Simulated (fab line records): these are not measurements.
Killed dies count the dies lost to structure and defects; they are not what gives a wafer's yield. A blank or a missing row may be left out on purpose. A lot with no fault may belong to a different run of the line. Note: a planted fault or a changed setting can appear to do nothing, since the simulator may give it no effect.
fab line records	flow n5_finfet
record lots=5	wafers=15	last_day=17
route steps=1938 shown PMOS_HMC_CHANNEL_EPI@59 FIN_SAQP@90 PASSIVATION@1936
lots with no fault: from the same line, run without faults
start_h: hours from the record's first day to the start of the lot's first wafer shown	wait_h: hours since the lot's step before	" unchanged from the row above	L1.1+2: several wafers, shown together as one row	- no value, or no start given	* or withheld: withheld	< > ~ a bound
route shown NAME@n: NAME is a module with steps in the file, n the number in the route of the first one	usual: the fault-free wafers' mean and standard deviation	same: alike in all rows	chamber/n: place in a boat	sites: readings site by site	_std_site: standard deviation of those values	_edge_site: the outer-site mean with the inner-site mean subtracted	radius_mm: how far each site lies from the wafer's centre	mask NAME#n: copy n	behind: the most recent tool/chamber to have shaped the wafer	hold: the reason the lot was held/the length of the hold in hours/how it ended	device: names the non-switching transistor (n, p or np)	end of line: the tests these same wafers got at the end of their route	a step without rows: its recipe alone	killed: count of dies lost to structure and defects at first sort (not the wafer's yield)	map: the dies of a wafer, with x for killed, . for not killed, _ for no die there
set.NAME: the run value of the setting; set.NAME@STEP: its run value at that earlier step	model.NAME: the simulator's own value behind a step, which no gauge read
lots seen at some steps along the route; tables by step, rows by wafer
services: a tool's chamber out of use, with start hour (start_h, from the record's first day; less than 0 if before it), hours out, and reason
## steps
# step N5_PMOS_HMC_CHANNEL_EPI_COAT_03
# recipe resist=CAR-ArF-block	spin_rpm=1500	resist_thk_nm=205
# step N5_PMOS_HMC_CHANNEL_EPI_EBR_05
# recipe solvent=PGMEA	ebr_width_mm=1.5
# step N5_PMOS_HMC_CHANNEL_EPI_SOFTBAKE_04
# recipe temp_c=110	time_s=60	resist=CAR-ArF-block
# step N5_PMOS_HMC_CHANNEL_EPI_EXPOSE_06
# recipe mask_id=PMOS_HMC_BLK	na=1.35	source_shape=conventional	sigma_outer=0.8	polarization=unpolarized	target_cd_nm=240	dose_mj=41
# step N5_PMOS_HMC_CHANNEL_EPI_PEB_07
# recipe peb_temp_c=110	peb_time_s=60	resist=CAR-ArF-block
# step N5_PMOS_HMC_CHANNEL_EPI_DEVELOP_08
# recipe develop_time_s=30	developer=TMAH	resist=CAR-ArF-block	dev_temp_c=23	rinse_liquid=diw	dry=air_spin
# step N5_PMOS_HMC_CHANNEL_EPI_CD_MEAS_09
# recipe target_cd_nm=237.4	landing_energy_ev=500	detector=se_inlens
# usual cd_nm=237.8/0.93
lot.wafer	tool	chamber	start_h	wait_h	cd_nm
L537.4	cd_sem-01	0	17.02	-	237.7
L537.5	"	0	"	"	236.1
L537.6	"	0	"	"	237.5
L538.1	cd_sem-02	0	23.49	-	237.1
L538.4	"	0	"	"	238.6
L538.5	"	0	"	"	237.4
L542.3	cd_sem-02	0	47.39	-	236.5
L542.5	"	0	"	"	236.3
L542.6	"	0	"	"	236.2
L548.2	cd_sem-01	0	85.92	-	237.1
L548.3	"	0	"	"	238.0
L548.6	"	0	"	"	237.5
L559.4	cd_sem-03	0	149.27	-	237.5
L559.5	"	0	"	"	237.2
L559.6	"	0	"	"	237.3
# step N5_PMOS_HMC_CHANNEL_EPI_OVL_MEAS_10
# recipe points_per_wafer=44
# usual PMOS_HMC_BLK_OVL=0.0/0.7
# same points_per_wafer=44
lot.wafer	tool	chamber	start_h	wait_h	PMOS_HMC_BLK_OVL[nm]
L537.4	overlay-01	0	17.04	0.0	-0.7
L537.5	"	0	"	"	0.1
L537.6	"	0	"	"	-0.3
L538.1	overlay-02	0	23.52	0.0	0.0
L538.4	"	0	"	"	-0.2
L538.5	"	0	"	"	0.1
L542.3	overlay-01	0	47.42	0.0	-0.5
L542.5	"	0	"	"	0.3
L542.6	"	0	"	"	0.2
L548.2	overlay-02	0	85.95	0.0	0.3
L548.3	"	0	"	"	1.0
L548.6	"	0	"	"	-0.2
L559.4	overlay-01	0	149.30	0.0	0.6
L559.5	"	0	"	"	-0.7
L559.6	"	0	"	"	1.3
# step N5_PMOS_HMC_CHANNEL_EPI_INSPECT_11
# recipe mode=adi	inspect_instrument=macro
# usual raw_defect_count=2.3/1.4
lot.wafer	tool	chamber	start_h	wait_h	raw_defect_count
L537.4	defect_inspect-01	-	17.07	0.0	2
L537.5	"	-	"	"	1
L537.6	"	-	"	"	2
L538.1	defect_inspect-02	-	23.54	0.0	1
L538.4	"	-	"	"	3
L538.5	"	-	"	"	1
L542.3	defect_inspect-01	-	47.45	0.0	1
L542.5	"	-	"	"	4
L542.6	"	-	"	"	1
L548.2	defect_inspect-01	-	85.97	0.0	4
L548.3	"	-	"	"	2
L548.6	"	-	"	"	1
L559.4	defect_inspect-01	-	149.32	0.0	2
L559.5	"	-	"	"	1
L559.6	"	-	"	"	1
# step N5_PMOS_HMC_CHANNEL_EPI_DESCUM_14
# recipe chemistry=O2	time_s=7.9	source_power_w=50	bias_power_w=20	pressure_mtorr=20	rf_frequency_hz=2.712e+07	temp_c=40	resist=CAR-ArF-block	o2_flow_sccm=225
# step N5_PMOS_HMC_CHANNEL_EPI_ETCH_32
# recipe chemistry=N2/H2	target=BARC	stop_on=SiO2	target_depth_a=858	over_etch_frac=0.3	time_s=50.3	ion_energy_ev=200	mask_material=CAR-ArF-block	pressure_mtorr=30	source_w=840	bias_w=150	n2_flow_sccm=200	h2_flow_sccm=200
# step N5_PMOS_HMC_CHANNEL_EPI_HM_OPEN_15
# recipe chemistry=CHF3/O2	target=SiO2	mask_material=CAR-ArF-block	target_depth_a=406	CHF3_flow_sccm=50	O2_flow_sccm=5	Ar_flow_sccm=200	time_s=20.3	pressure_mtorr=30	source_w=650	bias_w=170	ion_energy_ev=200
# step N5_PMOS_HMC_CHANNEL_EPI_STRIP_33
# recipe chemistry=N2/H2	power_w=500	temp_c=40	pressure_mtorr=50	rf_frequency_hz=6e+07	overash_fraction=0.3	bias_power_w=8	h2_frac=0.5	n2_flow_sccm=300	h2_flow_sccm=300
# usual drypump_motor_current_A=5.75/0.27	n2_flow_sccm=299.9/1	oes_product_au=0.77/0.073	rf_vpp_V=54.1/2	showerhead_plenum_p_Torr=3.34/0.097	throttle_valve_pct=19.03/0.27
lot.wafer	tool	chamber	start_h	wait_h	drypump_motor_current_A	n2_flow_sccm	oes_product_au	rf_hours_counter_h	rf_vpp_V	showerhead_plenum_p_Torr	throttle_valve_pct
L537.4	rie_diel-05	3	17.23	0.0	6.16	301.0	0.71	218	58.7	3.19	19.50
L537.5	"	2	"	"	5.61	301.9	0.95	-	56.3	3.43	18.68
L537.6	"	3	"	"	6.13	299.8	0.71	-	53.8	3.19	19.48
L538.1	rie_diel-06	3	23.71	0.0	5.82	299.4	0.69	246	51.4	3.45	19.30
L538.4	"	1	"	"	5.92	299.7	0.77	120	50.0	3.52	18.97
L538.5	"	3	"	"	5.80	300.0	0.68	-	54.9	3.45	19.33
L542.3	rie_diel-05	1	47.80	0.0	5.76	302.1	0.77	123	53.6	3.36	18.75
L542.5	"	0	"	"	5.86	299.1	0.79	-	56.1	3.24	18.67
L542.6	"	1	"	"	5.73	300.7	0.77	-	53.7	3.36	18.74
L548.2	rie_diel-05	2	86.14	0.0	5.58	301.0	0.89	30	52.7	3.42	18.75
L548.3	"	0	"	"	5.87	299.5	0.79	116	52.5	3.24	18.63
L548.6	"	2	"	"	5.60	298.9	0.89	-	52.5	3.42	18.75
L559.4	rie_diel-06	3	149.49	0.0	5.78	299.0	0.92	29	54.9	3.43	19.01
L559.5	"	1	"	"	5.91	298.9	0.74	-	56.7	3.50	19.08
L559.6	"	2	"	"	5.54	298.4	0.70	-	54.6	3.35	19.08
# step N5_PMOS_HMC_CHANNEL_EPI_STRIP_17
# recipe chemistry=SPM	time_s=750	temp_c=130	h2so4_h2o2_vol_ratio=4	dry=ipa_marangoni
# step N5_PMOS_HMC_CHANNEL_EPI_ETCH_38
# recipe chemistry=CF4	target=SiO2	target_depth_a=15	ion_energy_ev=350	pressure_mtorr=10	icp_w=800	bias_w=400	cf4_flow_sccm=80
# step N5_PMOS_HMC_CHANNEL_EPI_FIN_RECESS_16
# recipe chemistry=HBr/Cl2	target=Si	mask_material=SiO2	target_depth_a=540	time_s=18	pressure_mtorr=10	icp_w=800	bias_w=75	HBr_flow_sccm=150	Cl2_flow_sccm=80
# step N5_PMOS_HMC_CHANNEL_EPI_PRECLEAN_36
# recipe chemistry=O3/DIW	time_s=45	temp_c=22	o3_ppm=10
# step N5_PMOS_HMC_CHANNEL_EPI_PRECLEAN_18
# recipe chemistry=DHF	time_s=30	temp_c=25	dilution=withheld
# step N5_PMOS_HMC_CHANNEL_EPI_SRD_19
# recipe dry=ipa_marangoni	do_ppb=5	time_s=30	temp_c=23	rinse_liquid=diw
# step N5_PMOS_HMC_CHANNEL_EPI_EPI_20
# recipe material=SiGe30	mask_material=SiO2	pressure_torr=20	target_thk_a=590	temp_c=600
# step N5_PMOS_HMC_CHANNEL_EPI_HM_STRIP_35
# recipe chemistry=dHF	temp_c=25	material=SiO2	target=SiO2	target_depth_a=396	time_s=216
# step N5_PMOS_HMC_CHANNEL_EPI_SRD_39
# recipe dry=ipa_marangoni	time_s=30	temp_c=23	rinse_liquid=diw
# step N5_PMOS_HMC_CHANNEL_EPI_CMP_21
# recipe material=SiGe30	post_cmp_clean=alkaline_brush	target_thk_nm=54
# usual motor_current_A=11.4/0.93	pad_life_wafers=1224/590
lot.wafer	tool	chamber	start_h	wait_h	motor_current_A	pad_life_wafers
L537.4	cmp-03	0	19.26	0.2	11.7	1173
L537.6	"	1	"	"	11.4	-
L537.5	"	2	"	"	13.0	-
L538.4	cmp-01	0	25.54	0.0	10.3	780
L538.1	"	2	"	"	10.6	782
L538.5	"	1	"	"	10.0	-
L542.3	cmp-03	3	49.65	0.0	11.6	1410
L542.6	"	3	"	"	11.0	-
L542.5	"	0	"	"	11.8	-
L548.2	cmp-01	1	88.03	0.1	10.0	1303
L548.3	"	2	"	"	10.6	1304
L548.6	"	1	"	"	10.3	-
L559.4	cmp-01	0	151.39	0.1	10.7	1826
L559.5	"	2	"	"	10.5	-
L559.6	"	3	"	"	11.6	-
# step N5_PMOS_HMC_CHANNEL_EPI_THK_MEAS_22
# recipe reads=SiGe30_of_PMOS_HMC_CHANNEL_EPI_EPI_20
# usual HMC_CMP_THK=54.0/1.1
lot.wafer	tool	chamber	start_h	wait_h	HMC_CMP_THK[nm]
L537.4	film_metro-02	-	19.44	-	52.7
L537.5	"	-	"	"	52.4
L537.6	"	-	"	"	53.6
L538.1	film_metro-02	-	25.83	-	53.0
L538.4	"	-	"	"	53.8
L538.5	"	-	"	"	53.4
L542.3	film_metro-02	-	49.95	-	54.1
L542.5	"	-	"	"	54.2
L542.6	"	-	"	"	53.9
L548.2	film_metro-01	-	88.29	-	53.4
L548.3	"	-	"	"	53.9
L548.6	"	-	"	"	53.8
L559.4	film_metro-01	-	151.61	-	56.7
L559.5	"	-	"	"	54.8
L559.6	"	-	"	"	52.6
# step N5_PMOS_HMC_CHANNEL_EPI_PRECLEAN_40
# recipe chemistry=DHF	time_s=30	temp_c=25	dilution=withheld
# step N5_PMOS_HMC_CHANNEL_EPI_PRECLEAN_37
# recipe chemistry=O3/DIW	time_s=45	temp_c=22	o3_ppm=10
# step N5_PMOS_HMC_CHANNEL_EPI_PRECLEAN_24
# recipe chemistry=DHF	time_s=30	temp_c=25	dilution=withheld
# step N5_PMOS_HMC_CHANNEL_EPI_SRD_25
# recipe dry=ipa_marangoni	do_ppb=5	time_s=30	temp_c=23	rinse_liquid=diw
# step N5_PMOS_HMC_CHANNEL_EPI_EPI_26
# recipe material=Si	target_thk_a=38	temp_c=650	precursor=SiH4/H2	pressure_torr=20	time_s=22.7
# usual chamber_pressure_Torr=20.00/0.041	lamp_inner_pct=14.3/0.56	throttle_valve_pct=11.2/0.33
lot.wafer	tool	chamber	start_h	wait_h	chamber_pressure_Torr	lamp_inner_pct	throttle_valve_pct
L537.4	epi_rpcvd-04	0	19.75	0.2	19.99	13.7	11.3
L537.5	"	0	"	"	20.03	13.7	11.6
L537.6	"	0	"	"	20.03	14.1	11.4
L538.1	epi_rpcvd-01	0	25.94	0.0	20.09	13.9	11.4
L538.4	"	0	"	"	20.03	14.0	11.5
L538.5	"	0	"	"	20.04	13.9	11.5
L542.3	epi_rpcvd-02	0	50.15	0.1	20.04	15.0	10.5
L542.5	"	0	"	"	20.04	15.1	10.7
L542.6	"	0	"	"	20.04	14.9	10.9
L548.2	epi_rpcvd-04	0	88.45	0.1	20.03	14.0	11.2
L548.3	"	0	"	"	19.96	13.7	11.2
L548.6	"	0	"	"	19.97	13.9	11.6
L559.4	epi_rpcvd-02	0	151.92	0.2	19.93	15.1	10.4
L559.5	"	0	"	"	20.03	15.0	10.8
L559.6	"	0	"	"	20.05	15.2	10.6
# step N5_FIN_SAQP_PRECLEAN_42
# recipe chemistry=O3/DIW	time_s=60	temp_c=22	o3_ppm=10
# step N5_FIN_SAQP_PRECLEAN_00
# recipe chemistry=SC1	time_s=60	temp_c=55	mix=1:2:50
# step N5_FIN_SAQP_PRECLEAN_44
# recipe chemistry=SC2	time_s=45	temp_c=35	mix=1:1:50
# step N5_FIN_SAQP_SRD_01
# recipe dry=ipa_marangoni	time_s=30	temp_c=23	rinse_liquid=diw
# step N5_FIN_SAQP_ALD_61
# recipe material=SiO2	target_thk_a=40	temp_c=300	ald_precursor_family=BDEAS	ald_co_reactant=O2-plasma	pulse_time_s=1	purge_time_s=2	co_reactant_purge_time_s=2	ald_cycles=43	pressure_torr=2
# usual chamber_pressure_Torr=2.001/0.0044	heater_power_w=442/57	precursor_pulse_height_rel=1.002/0.018
# same co_reactant_purge_time_s=2
lot.wafer	tool	chamber	start_h	wait_h	chamber_pressure_Torr	heater_power_w	precursor_pulse_height_rel
L537.4	ald_sin-02	2	20.69	0.6	2.005	410	0.978
L537.5	"	3	"	"	2.000	426	1.010
L537.6	"	2	"	"	2.003	415	1.024
L538.1	ald_sin-02	0	26.57	0.2	1.999	530	1.000
L538.4	"	3	"	"	2.004	404	0.998
L538.5	"	0	"	"	1.997	531	1.012
L542.3	ald_sin-02	3	50.68	0.2	2.000	412	0.973
L542.5	"	2	"	"	2.000	407	1.016
L542.6	"	1	"	"	1.992	400	0.997
L548.2	ald_sin-01	2	89.96	1.1	1.989	560	1.008
L548.3	"	0	"	"	2.001	386	1.006
L548.6	"	3	"	"	2.011	406	1.007
L559.4	ald_sin-02	3	152.31	0.0	2.001	436	1.012
L559.5	"	2	"	"	1.995	415	1.004
L559.6	"	3	"	"	2.000	404	0.967
# step N5_FIN_SAQP_DENSIFY_62
# recipe temp_c=700	time_s=60	ambient=N2	idle_temp_c=600	ramp_up_c_per_s=150	ramp_down_c_per_s=60	cool_to_c=600
# usual lamp_power_pct=9.85/0.052	wafer_temp_C_max=703.3/0.57
lot.wafer	tool	chamber	start_h	wait_h	lamp_power_pct	wafer_temp_C_max
L537.4	rtp_anneal-02	0	20.98	0.2	9.79	702.8
L537.5	"	0	"	"	9.76	703.0
L537.6	"	0	"	"	9.86	703.4
L538.1	rtp_anneal-01	0	26.78	0.1	9.86	702.6
L538.4	"	0	"	"	9.88	703.1
L538.5	"	0	"	"	9.92	703.6
L542.3	rtp_anneal-02	0	51.03	0.3	9.95	703.9
L542.5	"	0	"	"	9.84	703.2
L542.6	"	0	"	"	9.83	703.3
L548.2	rtp_anneal-02	0	90.37	0.3	9.81	702.9
L548.3	"	0	"	"	9.84	703.1
L548.6	"	0	"	"	9.82	703.2
L559.4	rtp_anneal-01	0	152.60	0.2	9.86	703.8
L559.5	"	0	"	"	9.87	704.2
L559.6	"	0	"	"	9.79	703.4
# step N5_FIN_SAQP_HM_DEP_03
# recipe material=SiNx	target_thk_a=380	temp_c=400	precursor=SiH4/NH3/N2	pressure_torr=1.5	rf_w=300	time_s=33.6
# step N5_FIN_SAQP_THK_MEAS_05
# usual thk_nm=38.0/0.56
lot.wafer	tool	chamber	start_h	wait_h	thk_nm
L537.4	film_metro-01	-	21.21	0.0	38.0
L537.5	"	-	"	"	38.3
L537.6	"	-	"	"	38.2
L538.1	film_metro-01	-	27.08	0.1	38.1
L538.4	"	-	"	"	38.8
L538.5	"	-	"	"	37.7
L542.3	film_metro-01	-	51.28	0.1	37.7
L542.5	"	-	"	"	38.3
L542.6	"	-	"	"	38.1
L548.2	film_metro-01	-	90.65	0.1	38.0
L548.3	"	-	"	"	38.3
L548.6	"	-	"	"	38.4
L559.4	film_metro-01	-	152.82	0.0	38.9
L559.5	"	-	"	"	38.9
L559.6	"	-	"	"	39.3
# step N5_FIN_SAQP_PECVD_47
# recipe material=a-Si	target_thk_a=450	temp_c=400	precursor=SiH4/He	pressure_torr=3	rf_w=100	time_s=36.3
# step N5_FIN_SAQP_PECVD_48
# recipe material=SiNx	target_thk_a=250	temp_c=400	precursor=SiH4/NH3/N2	pressure_torr=1.5	rf_w=300	time_s=22.1
# step N5_FIN_SAQP_PECVD_06
# recipe material=a-Si	target_thk_a=600	temp_c=400	precursor=SiH4/He	pressure_torr=3	rf_w=100	time_s=48.1
# usual chamber_pressure_Torr=3.000/0.0074	heater_power_w=858/65	showerhead_plenum_p_Torr=5.66/0.049	throttle_valve_pct=18.0/0.74
lot.wafer	tool	chamber	start_h	wait_h	chamber_pressure_Torr	heater_power_w	showerhead_plenum_p_Torr	throttle_valve_pct
L537.4	pecvd-04	2	21.35	0.0	3.010	872	5.64	18.1
L537.5	"	0	"	"	3.005	820	5.62	19.5
L537.6	"	1	"	"	3.005	890	5.65	17.9
L538.1	pecvd-01	2	27.20	0.0	3.008	967	5.67	16.9
L538.4	"	2	"	"	3.003	963	5.70	16.9
L538.5	"	0	"	"	3.001	847	5.63	17.4
L542.3	pecvd-01	1	51.39	0.0	3.001	849	5.70	18.3
L542.5	"	1	"	"	2.999	846	5.69	18.2
L542.6	"	0	"	"	2.989	815	5.63	17.4
L548.2	pecvd-03	1	90.77	0.0	2.996	854	5.71	19.2
L548.3	"	2	"	"	2.998	851	5.59	18.3
L548.6	"	2	"	"	3.004	844	5.57	18.2
L559.4	pecvd-03	0	152.96	0.0	3.004	934	5.74	17.4
L559.5	"	2	"	"	2.989	865	5.57	18.2
L559.6	"	1	"	"	3.003	838	5.71	19.3
# step N5_PASSIVATION_PROBE_49
# usual killed_at_M0_to_M3=33/9.1	killed_at_M4_up=14/5.6	killed_at_contacts=13/5.7	killed_at_front_end=42/12	killed_at_other=4/3	killed_dies=105/16	killed_open=69/11	killed_short=34/7.5
# same gross_dies=1180	killed_at_back_side=0
lot.wafer	tool	chamber	start_h	wait_h	killed_at_M0_to_M3	killed_at_M4_up	killed_at_contacts	killed_at_front_end	killed_at_other	killed_dies	killed_open	killed_short
L537.4	prober-02	-	262.88	0.2	35	20	12	36	1	104	69	35
L537.5	prober-02	-	262.93	0.2	50	26	4	29	1	110	66	37
L537.6	prober-02	-	262.98	0.3	31	19	9	50	0	109	71	38
L542.3	prober-01	-	297.04	0.1	41	9	16	34	6	106	68	37
L542.5	prober-01	-	297.14	0.2	37	13	7	23	6	86	55	28
L542.6	prober-01	-	297.19	0.3	29	28	9	25	3	94	61	33
L548.2	prober-01	-	340.78	0.1	35	19	9	244	1	308	93	43
L548.3	prober-01	-	340.83	0.1	25	28	9	190	4	256	79	29
L548.6	prober-01	-	340.98	0.3	31	9	5	210	0	255	60	43
# killed by level:class
L537.4 FIN_SAQP:geometric_particle:short=11 BEOL_M3:geometric_particle:open=11 MOL_CONTACT_COAG:geometric_particle:open=10 BEOL_M0_SAQP:geometric_particle:short=8 STI_FIN_REVEAL:geometric_particle:open=7 BEOL_M4:geometric_particle:open=7 FIN_SAQP:geometric_particle:open=5 GATE_CUT:geometric_particle:open=5
L537.5 BEOL_M4:geometric_particle:open=10 BEOL_M3:geometric_particle:open=9 FIN_SAQP:geometric_particle:open=7 BEOL_M0_SAQP:geometric_particle:short=7 BEOL_M0_SAQP:geometric_particle:open=7 BEOL_M1:geometric_particle:open=7 STI_FIN_REVEAL:geometric_particle:open=6 BEOL_M2:geometric_particle:open=5
L537.6 FIN_SAQP:geometric_particle:open=18 BEOL_M0_SAQP:geometric_particle:short=11 BEOL_M0_SAQP:geometric_particle:open=11 FIN_SAQP:geometric_particle:short=9 MOL_CONTACT_COAG:geometric_particle:open=9 STI_FIN_REVEAL:geometric_particle:open=8 BEOL_M4:geometric_particle:open=7 GATE_CUT:geometric_particle:short=4
L542.3 MOL_CONTACT_COAG:geometric_particle:open=15 BEOL_M2:geometric_particle:open=9 BEOL_M3:geometric_particle:open=8 FIN_SAQP:geometric_particle:short=5 BEOL_M1:geometric_particle:open=5 GATE_CUT:geometric_particle:short=4 BEOL_M0_SAQP:geometric_particle:open=4 BEOL_M3:geometric_particle:short=4
L542.5 BEOL_M3:geometric_particle:open=10 BEOL_M2:geometric_particle:open=9 BEOL_M0_SAQP:geometric_particle:short=7 BEOL_M4:geometric_particle:open=5 FIN_SAQP:geometric_particle:open=4 FIN_CUT:geometric_particle:open=3 MOL_CONTACT_COAG:geometric_particle:short=3 MOL_CONTACT_COAG:geometric_particle:open=3
L542.6 MOL_CONTACT_COAG:geometric_particle:open=7 BEOL_M0_SAQP:geometric_particle:short=7 BEOL_M0_SAQP:geometric_particle:open=7 BEOL_M7:geometric_particle:open=7 BEOL_M2:geometric_particle:open=5 FIN_SAQP:geometric_particle:open=4 BEOL_M4:geometric_particle:open=4 BEOL_M7:geometric_particle:short=4
L548.2 PMOS_HMC_CHANNEL_EPI:unspecified=171 STI_FIN_REVEAL:geometric_particle:open=33 BEOL_M3:geometric_particle:open=11 BEOL_M4:geometric_particle:open=10 FIN_SAQP:geometric_particle:short=8 STI_FIN_REVEAL:geometric_particle:short=6 MOL_CONTACT_COAG:geometric_particle:open=6 FIN_SAQP:geometric_particle:open=5
L548.3 PMOS_HMC_CHANNEL_EPI:unspecified=143 BEOL_M4:geometric_particle:open=16 STI_FIN_REVEAL:geometric_particle:open=12 FIN_SAQP:geometric_particle:open=10 BEOL_M3:geometric_particle:open=9 FIN_SAQP:geometric_particle:short=7 MOL_CONTACT_COAG:geometric_particle:open=5 STI_FIN_REVEAL:geometric_particle:short=4
L548.6 PMOS_HMC_CHANNEL_EPI:unspecified=148 FIN_SAQP:geometric_particle:short=16 STI_FIN_REVEAL:geometric_particle:open=14 BEOL_M3:geometric_particle:open=10 FIN_SAQP:geometric_particle:open=9 BEOL_M0_SAQP:geometric_particle:short=7 STI_FIN_REVEAL:geometric_particle:short=5 GATE_CUT:geometric_particle:short=4
# map L548.2 (x killed, . not)
_________________...x........________________
______________x......x....x....._____________
___________..xx.........x.x........__________
__________.x..x....................._________
________.x.....x......................_______
_______x.x.x..x.xx...x...........x.....______
______..x.x...xx.xxxxx..x.....xx..x..x.._____
_____....xx.xxxxxx.xx.xx.x......xx......x____
____x.x..xxxxxxxxxxxxxx.....x....x.......x___
___.......xxxxxxxxxxxxxx.....x.x....xx..x..__
___.....xxxxxxxxxxxxxxx.x.x..x......x......__
__..x...xxxxxxxxxxxxxxx....................._
__......xxxxxxxxxxxxxxxxx........x.x........_
_x.....x.xxxxxxxxxxxxxxxxx.x..x.....x........
_........xxxxxxxxxxxxxxx.x...................
_....x..xxxxxxxxxxxxxxxxxx.......x..........x
_x.x..x..x.xxxxxxxxxxx..........xxx..........
_x.x........x.xxxxxxxx....x.............x....
_..x.x...x.xxxx.xxx......x.....x.............
_.............x.......x.....x.....x.x........
_xx........x.........x.......x..xx...........
__..xx...xx.....x..x.....................x.._
__.....x..x.x............x.....x............_
___.....x.................................x__
___..x.......x.xx..x............x.......x..__
____...x...............x..............x...___
_____..x.....x.......x....x..xx..........____
______...x......x.x....................._____
_______......x.............x...........______
________....x....x.....x.x.x.x..x....._______
__________...xx.x.............x....._________
___________..........x......xx.....__________
______________....x.x..........._____________
_________________.......x....________________
# map L542.3 (x killed, . not)
_________________............________________
______________........x........._____________
___________...x....................__________
__________...x...........x.........._________
________........................xx...._______
_______.x...x.......x.x................______
______.................x.............x.._____
_____.....x.x.......x.x.x......x.........____
____.x.xx.x....x.x...x.......x............___
___.................................x...x..__
___......x...xx...x...x.....x...xx..x..x...__
__x.........x..............................._
__...x.x.....xx....x........x.........x.x..._
_.x.....x.........x..........................
_x.........x...............................x.
_..........x.........x......x.x.......x......
_...............x................x...........
_....x...............x...x....x.......x......
_.x.xx..........x...................x........
_.x.....x................x...................
_..............x...............x..x..........
__.x........................................_
__.........................................._
___...........x.......x.x....x.............__
___.........x...............x.x............__
____x..x........x.....x...................___
_____......x.......x.............x.......____
______...................x.............._____
_______..........x..x..................______
________x.........x.............x....._______
__________.......x....x............._________
___________....x...x..x...........x__________
______________x................x_____________
_________________............________________
## services
tool	chamber	start_h	hours	kind
cmp-03	-	-6.73	1.4	repair
ald_sin-02	-	-5.99	14.0	pm
rtp_anneal-02	-	10.74	5.1	pm
cmp-01	-	11.28	1.0	repair
rie_diel-06	-	16.29	2.8	pm
cmp-01	-	17.32	4.9	pm
rie_diel-05	-	23.95	0.3	repair
pecvd-03	-	26.63	1.5	repair
ald_sin-01	2	29.49	15.1	repair
pecvd-04	2	30.58	5.5	repair
ald_sin-02	2	37.51	3.5	repair
ald_sin-01	0	48.15	11.9	repair
rie_diel-05	1	55.98	6.4	repair
rie_diel-05	0	58.55	9.7	repair
ald_sin-02	-	70.28	0.8	pm
rie_diel-06	2	78.81	9.3	repair
epi_rpcvd-01	-	80.55	14.6	pm
cmp-01	-	81.12	1.2	repair
cmp-03	-	90.09	2.3	repair
ald_sin-02	1	93.30	6.1	repair
epi_rpcvd-01	-	95.15	2.8	pm
rie_diel-06	1	113.13	2.7	repair
rie_diel-05	2	147.57	7.4	repair
cmp-03	-	152.68	4.0	pm
## key
first_sign step=N5_PASSIVATION_PROBE_49	reading=killed_at_front_end	direction=up	sigmas=14	usual=42	struck=215
effect step=N5_PASSIVATION_PROBE_49	reading=killed_dies	direction=up	sigmas=10	usual=105	struck=273
more_kills_born_at N5_PMOS_HMC_CHANNEL_EPI_STRIP_33@rie_diel-05=462
met_at N5_PMOS_HMC_CHANNEL_EPI_STRIP_33
struck_wafers L548.2,L548.3,L548.6
tester_left_out L548
onset_between 47.80 86.14
also_fits N5_PMOS_HMC_CHANNEL_EPI_EPI_26:epi_rpcvd-04,N5_FIN_SAQP_ALD_61:ald_sin-01,N5_FIN_SAQP_DENSIFY_62:rtp_anneal-02
fault kind=chamber_particle_source	tool=rie_diel-05	chamber=-	onset_h=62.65	steps=N5_PMOS_HMC_CHANNEL_EPI_STRIP_33	rate_per_visit_cm2=2.0213	until_the_next_wet_clean=True
# tester_left_out: of these lots the tester's yield and bins aren't shown, on N5 and GAA mostly nor the transistor test; their killed dies are dies lost to structure and defects alone, not to doping, threshold or leakage, so they don't give the yield
